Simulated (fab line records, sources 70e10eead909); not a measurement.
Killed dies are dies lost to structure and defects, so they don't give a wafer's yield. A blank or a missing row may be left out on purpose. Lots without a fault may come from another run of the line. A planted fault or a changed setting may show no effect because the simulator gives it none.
fab line records | flow nand_harc
record lots=13 wafers=39 last_day=33
route steps=1302 shown P_GATE@170
lots that met no fault: from a run of the same line without faults
start_h: hours from the record's first day to the start of the lot's first wafer shown | wait_h: hours since the lot's step before | " the same as in the row above | L1.1+2: a row that stands for several wafers | - no value, or no start given | * or withheld: withheld | < > ~ a bound
route shown NAME@n: a module of which the file shows steps, and the number in the route of the first | usual: mean/standard deviation of fault-free wafers | same: alike in all rows | chamber/n: place in a boat | sites: the reading at each site | _std_site: their standard deviation | _edge_site: outer sites' mean less inner sites' | radius_mm: how far each site lies from the wafer's centre | mask NAME#n: copy n | behind: the tool/chamber that last shaped the wafer | hold: why the lot was held/for how many hours/how that ended | device: the transistor (n, p or np) that didn't switch | end of line: the same wafers' tests at the end of the route | a step without rows: its recipe alone | killed: dies lost to structure and defects at the first sort, not the wafer's yield | map: a wafer's dies, x killed, . not, _ none there
set.NAME: the setting as run; set.NAME@STEP: as run at that earlier step | model.NAME: the simulator's own value behind a step, which no gauge read
steps of the route over a sample of lots; a table a step, a row a wafer
services: from which hour (start_h, from the record's first day; less than 0 if before it) a tool's chamber was out of use, for how many hours, and why
## steps
# step NHARC_P_GATE_CD_MEAS_46
# recipe target_cd_nm=720 landing_energy_ev=500
# usual cd_nm=720.7/1.3
# columns lot.wafer tool chamber start_h wait_h cd_nm
L937.1 cd_sem-01 0 118.45 - 718.7
L937.3 " 0 " " 719.3
L937.5 " 0 " " 719.3
L941.1 cd_sem-01 0 161.44 - 722.6
L941.2 " 0 " " 721.6
L941.3 " 0 " " 725.0
L943.1 cd_sem-02 0 179.84 - 721.7
L943.3 " 0 " " 721.8
L943.5 " 0 " " 720.9
L944.1 cd_sem-01 0 196.88 - 721.2
L944.2 " 0 " " 719.7
L944.3 " 0 " " 720.9
L945.1 cd_sem-03 0 200.76 - 721.3
L945.2 " 0 " " 721.0
L945.6 " 0 " " 719.9
L947.1 cd_sem-01 0 224.18 - 720.1
L947.4 " 0 " " 719.9
L947.5 " 0 " " 720.0
L948.1 cd_sem-02 0 224.62 - 722.6
L948.2 " 0 " " 722.0
L948.5 " 0 " " 720.8
L951.1 cd_sem-02 0 258.51 - 717.9
L951.2 " 0 " " 718.3
L951.6 " 0 " " 718.0
L950.2 cd_sem-03 0 259.46 - 719.5
L950.4 " 0 " " 719.8
L950.5 " 0 " " 719.2
L957.1 cd_sem-02 0 313.31 - 722.1
L957.2 " 0 " " 721.0
L957.5 " 0 " " 720.3
L956.1 cd_sem-02 0 313.56 - 720.8
L956.3 " 0 " " 723.1
L956.6 " 0 " " 719.6
L958.1 cd_sem-03 0 327.19 - 723.8
L958.2 " 0 " " 719.9
L958.5 " 0 " " 720.2
L959.2 cd_sem-03 0 338.80 - 720.8
L959.3 " 0 " " 720.6
L959.4 " 0 " " 720.7
# step NHARC_P_GATE_STRIP_112
# recipe power_w=1500 temp_c=110 time_s=200 chemistry=N2/H2
# usual drypump_motor_current_A=6.07/0.15 heater_power_w=84/6.1 temp_c=109.98/0.13
# columns lot.wafer tool chamber start_h wait_h drypump_motor_current_A heater_power_w rf_hours_counter_h temp_c
L937.1 plasma_asher-01 1 120.67 0.2 6.24 85 28 109.99
L937.3 " 0 " " 6.19 83 - 110.20
L937.5 " 1 " " 6.26 84 - 109.99
L941.1 plasma_asher-01 0 163.72 0.2 6.18 83 34 109.96
L941.2 " 1 " " 6.29 84 34 110.25
L941.3 " 0 " " 6.20 81 - 110.05
L943.1 plasma_asher-02 1 182.17 0.2 5.88 81 23 109.87
L943.3 " 0 " " 5.98 93 - 109.99
L943.5 " 1 " " 5.88 80 - 109.97
L944.2 plasma_asher-02 1 199.10 0.2 5.91 81 25 110.03
L944.1 " 0 " " 5.98 95 25 109.98
L944.3 " 0 " " 5.99 92 - 109.88
L945.2 plasma_asher-01 0 203.04 0.2 6.19 79 6 110.01
L945.1 " 1 " " 6.29 75 6 109.89
L945.6 " 0 " " 6.18 80 - 109.90
L947.1 plasma_asher-02 1 226.48 0.2 5.89 80 31 110.04
L947.4 " 0 " " 5.97 94 - 110.20
L947.5 " 0 " " 5.97 92 - 109.79
L948.1 plasma_asher-02 0 226.93 0.2 5.98 91 32 109.97
L948.2 " 1 " " 5.88 82 32 110.00
L948.5 " 0 " " 6.00 93 - 110.07
L951.2 plasma_asher-02 0 260.81 0.2 5.98 91 0 109.97
L951.1 " 1 " " 5.89 89 0 109.85
L951.6 " 1 " " 5.88 86 - 110.01
L950.2 plasma_asher-01 0 261.75 0.2 6.17 77 19 109.98
L950.4 " 1 " " 6.25 74 - 109.99
L950.5 " 0 " " 6.19 80 - 109.97
L957.1 plasma_asher-01 1 315.59 0.2 6.27 77 30 109.94
L957.2 " 0 " " 6.22 80 30 109.89
L957.5 " 1 " " 6.23 78 - 110.03
L956.1 plasma_asher-02 0 315.76 0.2 5.96 91 12 109.96
L956.3 " 1 " " 5.90 85 - 109.79
L956.6 " 1 " " 5.89 86 - 109.84
L958.1 plasma_asher-01 1 329.48 0.2 6.24 74 33 110.09
L958.2 " 0 " " 6.19 81 33 109.97
L958.5 " 0 " " 6.21 80 - 110.18
L959.2 plasma_asher-02 0 341.14 0.2 5.97 90 18 109.64
L959.3 " 1 " " 5.88 86 - 109.97
L959.4 " 0 " " 5.97 89 - 109.89
# step NHARC_P_GATE_EXPOSE_88
# recipe na=0.6 target_cd_nm=2000 dose_mj=11.87 mask_id=P_HVN
# columns lot.wafer tool chamber start_h wait_h mask
L937.1+3+5 krf_scanner-01 0 121.54 - P_HVN#0
L941.1+2+3 krf_scanner-04 0 164.75 - P_HVN#0
L943.1+3+5 krf_scanner-01 0 183.15 - P_HVN#0
L944.1+2+3 krf_scanner-01 0 200.00 - P_HVN#0
L945.1+2+6 krf_scanner-02 0 204.11 - P_HVN#0
L947.1+4+5 krf_scanner-02 0 227.38 - P_HVN#0
L948.1+2+5 krf_scanner-04 0 227.95 - P_HVN_R1#0
L951.1+2+6 krf_scanner-02 0 261.83 - P_HVN#0
L950.2+4+5 krf_scanner-02 0 262.65 - P_HVN#0
L957.1+2+5 krf_scanner-01 0 316.62 - P_HVN#0
L956.1+3+6 krf_scanner-02 0 316.78 - P_HVN#0
L958.1+2+5 krf_scanner-01 0 330.50 - P_HVN#0
L959.2+3+4 krf_scanner-04 0 342.13 - P_HVN#0
# step NHARC_P_GATE_CD_MEAS_91
# recipe target_cd_nm=2000 landing_energy_ev=500
# usual cd_nm=1999.9/1.2
# columns lot.wafer tool chamber start_h wait_h cd_nm
L937.1 cd_sem-03 0 121.69 - 2000.6
L937.3 " 0 " " 2001.1
L937.5 " 0 " " 2000.8
L941.1 cd_sem-03 0 164.90 - 2000.5
L941.2 " 0 " " 2000.3
L941.3 " 0 " " 1999.5
L943.1 cd_sem-02 0 183.31 - 2000.0
L943.3 " 0 " " 1999.1
L943.5 " 0 " " 1999.3
L944.1 cd_sem-01 0 200.16 - 1998.9
L944.2 " 0 " " 1999.7
L944.3 " 0 " " 2000.6
L945.1 cd_sem-03 0 204.26 - 2000.0
L945.2 " 0 " " 2000.7
L945.6 " 0 " " 2001.0
L947.1 cd_sem-01 0 227.54 - 2001.6
L947.4 " 0 " " 2000.5
L947.5 " 0 " " 2002.0
L948.1 cd_sem-02 0 228.10 - 1973.8
L948.2 " 0 " " 1973.2
L948.5 " 0 " " 1973.0
L951.1 cd_sem-03 0 261.99 - 1999.7
L951.2 " 0 " " 1999.6
L951.6 " 0 " " 1999.0
L950.2 cd_sem-02 0 262.80 - 1998.7
L950.4 " 0 " " 1999.1
L950.5 " 0 " " 1998.3
L957.1 cd_sem-03 0 316.78 - 1998.8
L957.2 " 0 " " 1998.4
L957.5 " 0 " " 2000.4
L956.1 cd_sem-01 0 316.94 - 2002.7
L956.3 " 0 " " 2001.7
L956.6 " 0 " " 2001.8
L958.1 cd_sem-03 0 330.66 - 1999.8
L958.2 " 0 " " 2000.0
L958.5 " 0 " " 1999.7
L959.2 cd_sem-03 0 342.28 - 1998.6
L959.3 " 0 " " 1999.7
L959.4 " 0 " " 1998.6
# step NHARC_P_GATE_RTA_80
# recipe temp_c=300 time_s=30
# usual wafer_temp_C_max=301.13/0.26
# columns lot.wafer tool chamber start_h wait_h wafer_temp_C_max
L937.1 rtp_anneal-02 0 124.09 - 300.96
L937.3 " 0 " " 300.94
L937.5 " 0 " " 300.48
L941.1 rtp_anneal-02 0 167.33 - 301.12
L941.2 " 0 " " 301.08
L941.3 " 0 " " 301.01
L943.1 rtp_anneal-02 0 185.83 - 301.13
L943.3 " 0 " " 300.69
L943.5 " 0 " " 301.36
L944.1 rtp_anneal-01 0 202.59 - 301.48
L944.2 " 0 " " 301.33
L944.3 " 0 " " 301.07
L945.1 rtp_anneal-01 0 206.76 - 301.01
L945.2 " 0 " " 301.10
L945.6 " 0 " " 301.34
L947.1 rtp_anneal-02 0 230.03 - 301.00
L947.4 " 0 " " 300.86
L947.5 " 0 " " 301.27
L948.1 rtp_anneal-02 0 232.77 - 301.07
L948.2 " 0 " " 301.21
L948.5 " 0 " " 300.78
L951.1 rtp_anneal-01 0 264.62 - 301.57
L951.2 " 0 " " 301.67
L951.6 " 0 " " 301.18
L950.2 rtp_anneal-01 0 265.23 - 301.47
L950.4 " 0 " " 301.32
L950.5 " 0 " " 300.97
L957.1 rtp_anneal-01 0 319.18 - 301.39
L957.2 " 0 " " 301.24
L957.5 " 0 " " 301.22
L956.1 rtp_anneal-01 0 319.40 - 301.57
L956.3 " 0 " " 300.87
L956.6 " 0 " " 301.44
L958.1 rtp_anneal-02 0 333.10 - 301.16
L958.2 " 0 " " 300.98
L958.5 " 0 " " 300.92
L959.2 rtp_anneal-02 0 344.73 - 301.02
L959.3 " 0 " " 301.11
L959.4 " 0 " " 301.62
## services
# columns tool chamber start_h hours kind
krf_scanner-01 - 118.17 0.5 repair
krf_scanner-01 - 140.00 4.0 pm
plasma_asher-01 - 160.26 0.7 repair
plasma_asher-01 - 165.22 9.0 pm
plasma_asher-01 0 165.22 9.0 vent_cycle
krf_scanner-02 - 171.52 0.9 repair
krf_scanner-04 - 182.00 4.0 pm
krf_scanner-02 - 219.83 2.1 repair
plasma_asher-02 - 249.00 9.0 pm
plasma_asher-02 0 249.00 9.0 vent_cycle
plasma_asher-02 1 249.00 9.0 vent_cycle
plasma_asher-02 0 258.00 - clean
plasma_asher-02 1 258.00 - clean
krf_scanner-01 - 260.02 0.3 repair
krf_scanner-04 - 263.82 2.0 repair
krf_scanner-02 - 266.00 4.0 pm
krf_scanner-04 - 272.31 1.2 repair
krf_scanner-04 - 278.24 0.1 repair
krf_scanner-04 - 288.10 1.7 repair
plasma_asher-02 - 297.59 1.1 repair
krf_scanner-01 - 312.00 4.0 pm
krf_scanner-02 - 323.99 1.1 repair
plasma_asher-02 - 333.89 1.7 repair
plasma_asher-01 - 342.22 9.0 pm
## key
first_sign step=NHARC_P_GATE_EXPOSE_88 reading=mask direction=changed
effect step=NHARC_P_GATE_CD_MEAS_91 reading=cd_nm direction=down sigmas=22 usual=1999.9 struck=1973.3
met_at NHARC_P_GATE_EXPOSE_88
struck_lots L948
tester_left_out L948
not_acting_at NHARC_P_GATE_CD_MEAS_46,NHARC_P_GATE_STRIP_112,NHARC_P_GATE_RTA_80
onset_between 164.75 227.95
fault kind=wrong_mask tool=any chamber=- onset_h=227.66 steps=NHARC_P_GATE_EXPOSE_88 aux_copy=P_HVN_R1#0 cd_offset_nm=-27.873 scope=struck_lots_only
# tester_left_out: of these lots the tester's yield and bins aren't shown, on N5 and GAA mostly nor the transistor test; their killed dies are dies lost to structure and defects alone, not to doping, threshold or leakage, so they don't give the yield
